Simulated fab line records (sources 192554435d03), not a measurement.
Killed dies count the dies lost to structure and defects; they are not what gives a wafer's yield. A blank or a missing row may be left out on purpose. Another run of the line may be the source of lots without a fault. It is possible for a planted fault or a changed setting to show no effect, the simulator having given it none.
Matching of chambers | flow n5 finfet | 4 sister chambers for N5_FIN_CUT_STRIP_22 on rie diel-05
The step strips in N2/H2. 14 wafers are shown with their chamber, then 7 later ones without.

== EACH WAFER AND ITS CHAMBER ==
wafer  | chamber | throttle valve pct (%) | showerhead plenum p Torr (Torr) | oes product au (a.u.)
L348.3 | 2       | 18.7                   | 3.23                            | 0.75
L348.4 | 2       | 18.7                   | 3.23                            | 0.75
L348.5 | 1       | 19.8                   | 3.34                            | 0.71
L352.1 | 1       | 19.9                   | 3.34                            | 0.69
L352.4 | 0       | 18.5                   | 3.30                            | 0.99
L352.6 | 0       | 18.4                   | 3.30                            | 1.00
L355.1 | 1       | 19.8                   | 3.34                            | 0.69
L355.4 | 0       | 18.5                   | 3.30                            | 0.95
L355.6 | 0       | 18.5                   | 3.29                            | 0.97
L356.1 | 3       | 18.7                   | 3.26                            | 0.80
L356.2 | 0       | 18.5                   | 3.29                            | 0.96
L356.4 | 1       | 19.9                   | 3.33                            | 0.69
L359.1 | 2       | 18.8                   | 3.22                            | 0.73
L359.2 | 0       | 18.5                   | 3.29                            | 0.92

SIGNATURES (averages over the wafers above)
reading                  | chamber 0 | chamber 1 | chamber 2 | chamber 3 | scatter within a chamber
throttle valve pct       | 18.483    | 19.850    | 18.733    | 18.700    | 0.05
showerhead plenum p Torr | 3.2950    | 3.3375    | 3.2267    | 3.2600    | 0.0054
oes product au           | 0.9650    | 0.6950    | 0.7433    | 0.8000    | 0.0217
Rule: a wafer's distance from a chamber is the root of the sum, over the readings, of the square of ((its reading less the chamber's mean) divided by the reading's scatter). If the next closest chamber is less than 2 further off than the closest, the wafer can't be placed; otherwise it belongs to the closest. How the scatter is found: for the shown wafers, subtract from each reading the mean of its chamber, square and add these, divide the total by (wafers less chambers), then take the root.

== WAFERS WITHOUT THEIR CHAMBER ==
wafer  | throttle valve pct (%) | showerhead plenum p Torr (Torr) | oes product au (a.u.)
L359.4 | 18.7                   | 3.25                            | 0.80
L361.2 | 19.9                   | 3.33                            | 0.69
L361.3 | 18.5                   | 3.29                            | 0.95
L361.5 | 19.9                   | 3.33                            | 0.68
L363.1 | 18.5                   | 3.29                            | 0.90
L363.3 | 18.7                   | 3.25                            | 0.79
L363.6 | 18.8                   | 3.22                            | 0.73

== THE CHAMBER EACH PASSED THROUGH ==
wafer  | from the rows above | in truth
L359.4 | 3                   | 3
L361.2 | 1                   | 1
L361.3 | 0                   | 0
L361.5 | 1                   | 1
L363.1 | 0                   | 0
L363.3 | 3                   | 3
L363.6 | 2                   | 2
Correctly placed: 7 of 7. From these rows, 0 cannot be placed. Wrongly placed: 0.
